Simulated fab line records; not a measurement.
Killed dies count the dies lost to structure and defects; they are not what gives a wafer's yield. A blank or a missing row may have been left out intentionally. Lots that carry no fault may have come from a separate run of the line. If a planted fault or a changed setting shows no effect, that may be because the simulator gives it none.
Matching of chambers / flow nandHarc / 4 sister chambers for NHARC_A_WL_FILL_ALD_10 on aldHk-02
The step deposits SiO2, target thk 50 nm, pulse time 10 s, ald cycles 500. 4 wafers are shown with their chamber, then 6 later ones without.

## WAFERS, EACH WITH ITS CHAMBER
wafer=L985.2; chamber=2; heaterPowerOuterW (W)=280
wafer=L985.6; chamber=3; heaterPowerOuterW (W)=222
wafer=L986.1; chamber=0; heaterPowerOuterW (W)=328
wafer=L986.2; chamber=1; heaterPowerOuterW (W)=245

## WAFERS WHOSE CHAMBER IS MISSING
wafer=L986.5; heaterPowerOuterW (W)=248
wafer=L993.4; heaterPowerOuterW (W)=217
wafer=L993.5; heaterPowerOuterW (W)=330
wafer=L993.6; heaterPowerOuterW (W)=247
wafer=L996.4; heaterPowerOuterW (W)=254
wafer=L996.6; heaterPowerOuterW (W)=245

## THE CHAMBER EACH PASSED THROUGH
wafer=L986.5; from the rows above=1; in truth=1
wafer=L993.4; from the rows above=3; in truth=3
wafer=L993.5; from the rows above=0; in truth=0
wafer=L993.6; from the rows above=1; in truth=1
wafer=L996.4; from the rows above=1; in truth=1
wafer=L996.6; from the rows above=1; in truth=1
Placed correctly: 6 of 6. Can't be placed from these rows: 0. Number placed wrongly: 0.
How it was worked out, from the rows above alone: a wafer's distance from a chamber is the root of the sum, over the readings, of the square of ((its reading less the chamber's mean) divided by the reading's scatter). The wafer belongs to the nearest chamber; if the next one is less than 2 further off, it can't be placed. The mean given for a chamber averages the wafers shown for that chamber. The scatter: with one shown wafer a chamber, the root of the mean of the squares of how far each hidden wafer lies from its nearest shown one.
